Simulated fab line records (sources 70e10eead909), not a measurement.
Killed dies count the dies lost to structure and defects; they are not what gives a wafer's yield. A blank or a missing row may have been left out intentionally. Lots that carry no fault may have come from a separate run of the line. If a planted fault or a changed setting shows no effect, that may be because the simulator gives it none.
fab line records + flow nand_harc
[record]
- lots = 5
- wafers = 15
- last_day = 33
route steps=1302 shown P_ZERO_WELL@29 END@1302
lots that met no fault: taken from a fault-free run of the same line
start_h: start of the lot's first displayed wafer, in hours after the record's first day + wait_h: time in hours since the lot's previous step + " as in the row above + L1.1+2: several wafers, shown together as one row + - value missing, or start not given + * or withheld: withheld + < > ~ a bound
route shown NAME@n: a module of which the file shows steps, and the number in the route of the first + usual: mean/standard deviation of fault-free wafers + same: alike in all rows + chamber/n: place in a boat + sites: readings site by site + _std_site: their standard deviation + _edge_site: the outer-site mean with the inner-site mean subtracted + radius_mm: how far each site lies from the wafer's centre + mask NAME#n: copy n + behind: the tool/chamber that last shaped the wafer + hold: what put the lot on hold/how long, in hours/how the hold closed + device: transistor that didn't switch, given as n, p or np + end of line: at the end of the route, the tests of the same wafers + a step without rows: its recipe alone + killed: the dies lost at the first sort to structure and to defects; this is not the yield of the wafer + map: dies across one wafer; x = killed, . = not, _ = none there
set.NAME: the setting as run; set.NAME@STEP: as run at that earlier step + model.NAME: the simulator's own value behind a step, which no gauge read
certain route steps with their lots: each step a table, each wafer a row
services: from which hour (start_h, from the record's first day; less than 0 if before it) a tool's chamber was out of use, for how many hours, and why
[[steps]]
[step NHARC_P_ZERO_WELL_CD_MEAS_24]
[recipe]
- target_cd_nm = 720
- landing_energy_ev = 500
[usual]
- cd_nm = 720.3/1.9
| lot.wafer | tool      | chamber | start_h | wait_h | cd_nm |
|-----------|-----------|---------|---------|--------|-------|
| L532.1    | cd_sem-02 | 0       | 32.45   | -      | 718.8 |
| L532.3    | "         | 0       | "       | "      | 719.4 |
| L532.6    | "         | 0       | "       | "      | 719.8 |
| L535.2    | cd_sem-02 | 0       | 62.49   | -      | 723.3 |
| L535.5    | "         | 0       | "       | "      | 720.1 |
| L535.6    | "         | 0       | "       | "      | 719.1 |
| L537.1    | cd_sem-02 | 0       | 82.63   | -      | 720.2 |
| L537.4    | "         | 0       | "       | "      | 720.4 |
| L537.5    | "         | 0       | "       | "      | 719.7 |
| L549.2    | cd_sem-01 | 0       | 202.47  | -      | 721.3 |
| L549.3    | "         | 0       | "       | "      | 718.8 |
| L549.6    | "         | 0       | "       | "      | 718.2 |
| L553.1    | cd_sem-01 | 0       | 242.59  | -      | 718.4 |
| L553.2    | "         | 0       | "       | "      | 720.8 |
| L553.3    | "         | 0       | "       | "      | 720.5 |
[step NHARC_P_ZERO_WELL_HARDBAKE_25]
[recipe]
- temp_c = 125
- time_s = 80
[step NHARC_P_ZERO_WELL_DESCUM_26]
[recipe]
- time_s = 3
- o2_flow_sccm = 200
- ar_flow_sccm = 0
- bias_power_w = 0
- chemistry = O2
[usual]
- drypump_motor_current_A = 5.6/0.37
- mfc_ar_sccm = 0.008/0.01
- oes_product_au = 0.996/0.011
- rf_vpp_V = 57.9/0.89
- showerhead_plenum_p_Torr = 1.92/0.076
- throttle_valve_pct = 11.311/0.0093
[same]
- time_s = 3
| lot.wafer | tool        | chamber | start_h | wait_h | drypump_motor_current_A | mfc_ar_sccm | oes_product_au | rf_hours_counter_h | rf_vpp_V | showerhead_plenum_p_Torr | throttle_valve_pct |
|-----------|-------------|---------|---------|--------|-------------------------|-------------|----------------|--------------------|----------|--------------------------|--------------------|
| L532.1    | rie_diel-13 | 0       | 32.63   | -      | 5.3                     | 0.009       | 0.982          | 17                 | 55.8     | 1.97                     | 11.310             |
| L532.3    | "           | 2       | "       | "      | 5.2                     | 0           | 0.997          | 2                  | 58.4     | 2.01                     | 11.331             |
| L532.6    | "           | 3       | "       | "      | 5.5                     | 0.009       | 1.007          | -                  | 57.8     | 1.97                     | 11.301             |
| L535.2    | rie_diel-11 | 0       | 62.69   | -      | 6.1                     | 0.016       | 1.003          | 49                 | 56.8     | 1.80                     | 11.310             |
| L535.6    | "           | 1       | "       | "      | 5.5                     | 0           | 1.003          | -                  | 58.0     | 2.06                     | 11.304             |
| L535.5    | "           | 2       | "       | "      | 6.1                     | 0           | 0.988          | -                  | 57.8     | 1.91                     | 11.319             |
| L537.1    | rie_diel-13 | 3       | 85.22   | -      | 5.5                     | 0.009       | 1.009          | 34                 | 56.5     | 1.96                     | 11.304             |
| L537.4    | "           | 0       | "       | "      | 5.3                     | 0.009       | 1.000          | 35                 | 59.1     | 1.96                     | 11.316             |
| L537.5    | "           | 1       | "       | "      | 5.9                     | 0.010       | 0.985          | -                  | 57.3     | 1.90                     | 11.305             |
| L549.2    | rie_diel-13 | 2       | 202.63  | -      | 5.2                     | 0           | 0.996          | 13                 | 58.9     | 1.99                     | 11.321             |
| L549.3    | "           | 0       | "       | "      | 5.3                     | 0.009       | 0.992          | 9                  | 59.5     | 1.95                     | 11.310             |
| L549.6    | "           | 3       | "       | "      | 5.5                     | 0.009       | 1.003          | -                  | 59.1     | 1.95                     | 11.301             |
| L553.1    | rie_diel-13 | 0       | 242.75  | -      | 5.3                     | 0.009       | 1.005          | 24                 | 57.5     | 1.94                     | 11.316             |
| L553.3    | "           | 1       | "       | "      | 5.9                     | 0.010       | 0.998          | 23                 | 56.9     | 1.88                     | 11.316             |
| L553.2    | "           | 2       | "       | "      | 5.1                     | 0           | 1.005          | 25                 | 58.4     | 1.98                     | 11.309             |
[step NHARC_P_ZERO_WELL_IMPLANT_27]
[recipe]
- energy_kev = 600
- dose_cm2 = 1e+13
- tilt_deg = 7
[step NHARC_P_ZERO_WELL_IMPLANT_57]
[recipe]
- energy_kev = 250
- dose_cm2 = 4e+12
- tilt_deg = 7
[step NHARC_P_ZERO_WELL_IMPLANT_58]
[recipe]
- energy_kev = 100
- dose_cm2 = 2e+12
- tilt_deg = 7
[step NHARC_P_ZERO_WELL_STRIP_28]
[recipe]
- time_s = 840
- temp_c = 130
- chemistry = SPM
[step NHARC_P_ZERO_WELL_DEHYDRATE_29]
[recipe]
- temp_c = 150
- time_s = 120
[step NHARC_P_ZERO_WELL_HMDS_30]
[recipe]
- time_s = 30
[step NHARC_P_ZERO_WELL_COAT_31]
[recipe]
- spin_rpm = withheld
[step NHARC_P_ZERO_WELL_SOFTBAKE_32]
[recipe]
- temp_c = 122
- time_s = 95
[step NHARC_P_ZERO_WELL_EBR_33]
[step NHARC_P_ZERO_WELL_EXPOSE_34]
[recipe]
- na = 0.6
- target_cd_nm = 720
- dose_mj = 22.31
- mask_id = P_PWELL
[same]
- na = 0.6
| lot.wafer  | tool           | chamber | start_h | wait_h | mask      |
|------------|----------------|---------|---------|--------|-----------|
| L532.1+3+6 | krf_scanner-01 | 0       | 33.93   | -      | P_PWELL#0 |
| L535.2+5+6 | krf_scanner-02 | 0       | 63.85   | -      | P_PWELL#0 |
| L537.1+4+5 | krf_scanner-01 | 0       | 86.51   | -      | P_NWELL#0 |
| L549.2+3+6 | krf_scanner-04 | 0       | 203.83  | -      | P_PWELL#0 |
| L553.1+2+3 | krf_scanner-01 | 0       | 244.07  | -      | P_PWELL#0 |
[step NHARC_P_ZERO_WELL_PEB_35]
[recipe]
- peb_temp_c = 118
- peb_time_s = 85
[step NHARC_P_ZERO_WELL_DEVELOP_36]
[recipe]
- time_s = 70
[step NHARC_P_ZERO_WELL_CD_MEAS_37]
[recipe]
- target_cd_nm = 720
- landing_energy_ev = 500
[usual]
- cd_nm = 720.0/1.8
| lot.wafer | tool      | chamber | start_h | wait_h | cd_nm |
|-----------|-----------|---------|---------|--------|-------|
| L532.1    | cd_sem-01 | 0       | 34.10   | -      | 719.7 |
| L532.3    | "         | 0       | "       | "      | 721.9 |
| L532.6    | "         | 0       | "       | "      | 721.0 |
| L535.2    | cd_sem-02 | 0       | 64.01   | -      | 722.7 |
| L535.5    | "         | 0       | "       | "      | 719.9 |
| L535.6    | "         | 0       | "       | "      | 719.6 |
| L537.1    | cd_sem-02 | 0       | 86.67   | -      | -     |
| L537.4    | "         | 0       | "       | "      | -     |
| L537.5    | "         | 0       | "       | "      | -     |
| L549.2    | cd_sem-03 | 0       | 203.98  | -      | 720.3 |
| L549.3    | "         | 0       | "       | "      | 720.7 |
| L549.6    | "         | 0       | "       | "      | 719.0 |
| L553.1    | cd_sem-03 | 0       | 244.22  | -      | 719.4 |
| L553.2    | "         | 0       | "       | "      | 716.9 |
| L553.3    | "         | 0       | "       | "      | 716.4 |
[step NHARC_P_ZERO_WELL_HARDBAKE_38]
[recipe]
- temp_c = 125
- time_s = 80
[step NHARC_END_SORT_01]
[recipe]
- temp_c = 25
[usual]
- killed_at_array = 56/18
- killed_at_other = 1.4/1.5
- killed_at_periphery = 4/3.1
- killed_dies = 61/19
- killed_open = 3.5/1.8
- killed_short = 2.4/1.4
[same]
- gross_dies = 677
| lot.wafer | tool      | chamber | start_h | wait_h | killed_at_array | killed_at_other | killed_at_periphery | killed_dies | killed_open | killed_short |
|-----------|-----------|---------|---------|--------|-----------------|-----------------|---------------------|-------------|-------------|--------------|
| L535.2    | prober-02 | 0       | 601.75  | 2.8    | 73              | 2               | 4                   | 79          | 6           | 3            |
| L535.5    | prober-02 | 0       | 604.10  | 3.6    | 73              | 4               | 6                   | 83          | 2           | 2            |
| L535.6    | prober-02 | 0       | 604.88  | 3.9    | 78              | 3               | 1                   | 82          | 4           | 2            |
| L537.1    | prober-02 | 0       | 643.51  | 2.5    | 51              | 0               | 626                 | 677         | 4           | 5            |
| L537.4    | prober-02 | 0       | 645.90  | 3.4    | 57              | 0               | 620                 | 677         | 2           | 3            |
| L537.5    | prober-02 | 0       | 646.70  | 3.7    | 57              | 1               | 619                 | 677         | 3           | 1            |
// killed by level:class
L535.2 A_CHANNEL_HOLE_D2:chamber_film_flake=31 A_CHANNEL_HOLE_D1:chamber_film_flake=26 A_STAIRCASE:chamber_film_flake=3 A_BLC:geometric_particle:open=2 A_M0:geometric_particle:open=2 A_DECK1_JOINT:chamber_film_flake=2 A_CHANNEL_FILL_D2:chamber_film_flake=2 THIN_TSV:chamber_film_flake=2
L535.5 A_CHANNEL_HOLE_D2:chamber_film_flake=31 A_CHANNEL_HOLE_D1:chamber_film_flake=30 THIN_TSV:chamber_film_flake=4 P_STI:chamber_film_flake=3 A_CHANNEL_FILL_D2:chamber_film_flake=3 P_ZERO_WELL:chamber_film_flake=2 A_WL_FILL:chamber_film_flake=2 P_CONTACT:geometric_particle:open=1
L535.6 A_CHANNEL_HOLE_D2:chamber_film_flake=35 A_CHANNEL_HOLE_D1:chamber_film_flake=30 A_CHANNEL_FILL_D2:chamber_film_flake=3 THIN_TSV:chamber_film_flake=3 A_WL_FILL:geometric_particle:open=2 A_BONDPAD:chamber_film_flake=2 P_CONTACT:geometric_particle:open=1 A_ONON_D1:geometric_particle:short=1
L537.1 P_ZERO_WELL:area_expose=617 A_CHANNEL_HOLE_D2:chamber_film_flake=28 A_CHANNEL_HOLE_D1:chamber_film_flake=5 A_CONTACT:chamber_film_flake=4 P_M2:chamber_film_flake=3 A_STAIRCASE:chamber_film_flake=3 P_M2:geometric_particle:open=2 P_STI:chamber_film_flake=2
L537.4 P_ZERO_WELL:area_expose=616 A_CHANNEL_HOLE_D2:chamber_film_flake=32 A_STAIRCASE:chamber_film_flake=6 A_CHANNEL_HOLE_D1:chamber_film_flake=4 A_M1:chamber_film_flake=4 A_CONTACT:chamber_film_flake=3 A_ZERO_WELL:chamber_film_flake=2 P_GATE:geometric_particle:short=1
L537.5 P_ZERO_WELL:area_expose=612 A_CHANNEL_HOLE_D2:chamber_film_flake=32 A_CONTACT:chamber_film_flake=5 P_STI:chamber_film_flake=4 A_CHANNEL_HOLE_D1:chamber_film_flake=3 A_DECK1_JOINT:chamber_film_flake=3 A_STAIRCASE:chamber_film_flake=3 P_ZERO_WELL:chamber_film_flake=2
// map L537.1 (x killed, . not)
____________x____________
_________xxxxxxx_________
_______xxxxxxxxxxx_______
______xxxxxxxxxxxxx______
_____xxxxxxxxxxxxxxx_____
____xxxxxxxxxxxxxxxxx____
____xxxxxxxxxxxxxxxxx____
___xxxxxxxxxxxxxxxxxxx___
___xxxxxxxxxxxxxxxxxxx___
__xxxxxxxxxxxxxxxxxxxxx__
__xxxxxxxxxxxxxxxxxxxxx__
_xxxxxxxxxxxxxxxxxxxxxxx_
_xxxxxxxxxxxxxxxxxxxxxxx_
_xxxxxxxxxxxxxxxxxxxxxxx_
_xxxxxxxxxxxxxxxxxxxxxxx_
_xxxxxxxxxxxxxxxxxxxxxxx_
xxxxxxxxxxxxxxxxxxxxxxxxx
xxxxxxxxxxxxxxxxxxxxxxxxx
xxxxxxxxxxxxxxxxxxxxxxxxx
xxxxxxxxxxxxxxxxxxxxxxxxx
xxxxxxxxxxxxxxxxxxxxxxxxx
_xxxxxxxxxxxxxxxxxxxxxxx_
_xxxxxxxxxxxxxxxxxxxxxxx_
_xxxxxxxxxxxxxxxxxxxxxxx_
_xxxxxxxxxxxxxxxxxxxxxxx_
_xxxxxxxxxxxxxxxxxxxxxxx_
__xxxxxxxxxxxxxxxxxxxxx__
__xxxxxxxxxxxxxxxxxxxxx__
___xxxxxxxxxxxxxxxxxxx___
___xxxxxxxxxxxxxxxxxxx___
____xxxxxxxxxxxxxxxxx____
____xxxxxxxxxxxxxxxxx____
_____xxxxxxxxxxxxxxx_____
______xxxxxxxxxxxxx______
_______xxxxxxxxxxx_______
_________xxxxxxx_________
____________x____________
// map L532.3 (x killed, . not)
____________.____________
_________......._________
_______..........._______
______..x..........______
_____..............._____
____..............x.x____
____.............xxx.____
___.............x.x...___
___...........x.xx.xx.___
__.......x....x....x...__
__.................x.x.__
_................x......_
_.........x...........x._
_...............x......._
_......................._
_......................._
...............x.........
.........................
........x................
.................x.......
.........................
_......................._
_......................._
_......................._
_......................._
_.................x....._
__.....................__
__.....................__
___...................___
___...................___
____..........x...x..____
____.................____
_____..............._____
______.............______
_______..........._______
_________......._________
____________.____________
[[services]]
| tool           | chamber | start_h | hours | kind   |
|----------------|---------|---------|-------|--------|
| krf_scanner-04 | -       | 10.00   | 4.0   | pm     |
| krf_scanner-01 | -       | 10.64   | 2.4   | repair |
| rie_diel-13    | 0       | 21.63   | -     | clean  |
| rie_diel-13    | 1       | 21.63   | -     | clean  |
| rie_diel-13    | 2       | 21.63   | -     | clean  |
| krf_scanner-02 | -       | 63.47   | 0.2   | repair |
| krf_scanner-02 | -       | 64.73   | 0.5   | repair |
| krf_scanner-01 | -       | 71.31   | 9.1   | repair |
| rie_diel-13    | -       | 79.83   | 2.3   | repair |
| rie_diel-11    | -       | 80.04   | 9.0   | pm     |
| krf_scanner-02 | -       | 94.00   | 4.0   | pm     |
| krf_scanner-01 | -       | 111.27  | 0.3   | repair |
| krf_scanner-01 | -       | 140.00  | 4.0   | pm     |
| rie_diel-11    | -       | 143.45  | 1.7   | repair |
| rie_diel-11    | -       | 164.37  | 0.3   | repair |
| rie_diel-13    | -       | 166.85  | 9.0   | pm     |
| krf_scanner-01 | -       | 169.85  | 5.5   | repair |
| krf_scanner-04 | -       | 182.00  | 4.0   | pm     |
| rie_diel-11    | 1       | 184.70  | 14.5  | repair |
| krf_scanner-02 | -       | 187.31  | 1.5   | repair |
| rie_diel-11    | 2       | 222.94  | 2.6   | repair |
| rie_diel-13    | -       | 228.64  | 1.2   | repair |
| rie_diel-11    | 3       | 235.38  | 1.8   | repair |
| krf_scanner-04 | -       | 242.70  | 1.2   | repair |
[[key]]
[first_sign]
- step = NHARC_P_ZERO_WELL_EXPOSE_34
- reading = mask
- direction = changed
[effect]
- step = NHARC_P_ZERO_WELL_CD_MEAS_37
- reading = cd_nm
- direction = missing
[effect]
- step = NHARC_END_SORT_01
- reading = killed_at_periphery
- direction = up
- sigmas = 99+
- usual = 4
- struck = 622
[more_kills_born_at]
- NHARC_P_ZERO_WELL_EXPOSE_34@krf_scanner-01 = 1845
met_at NHARC_P_ZERO_WELL_EXPOSE_34
struck_wafers L537.1,L537.4,L537.5
later_rows_left_out L537.1,L537.4,L537.5
tester_left_out L537
onset_between 33.93 86.51
[fault]
- kind = wrong_mask
- tool = any
- chamber = -
- onset_h = 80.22
- steps = NHARC_P_ZERO_WELL_EXPOSE_34
- aux_copy = P_NWELL#0
- scope = struck_lots_only
// tester_left_out: of these lots the tester's yield and bins aren't shown, on N5 and GAA mostly nor the transistor test; their killed dies are dies lost to structure and defects alone, not to doping, threshold or leakage, so they don't give the yield
// later_rows_left_out: the simulator's readings of these wafers behind a module that went badly wrong aren't trusted and aren't shown, but for the sort
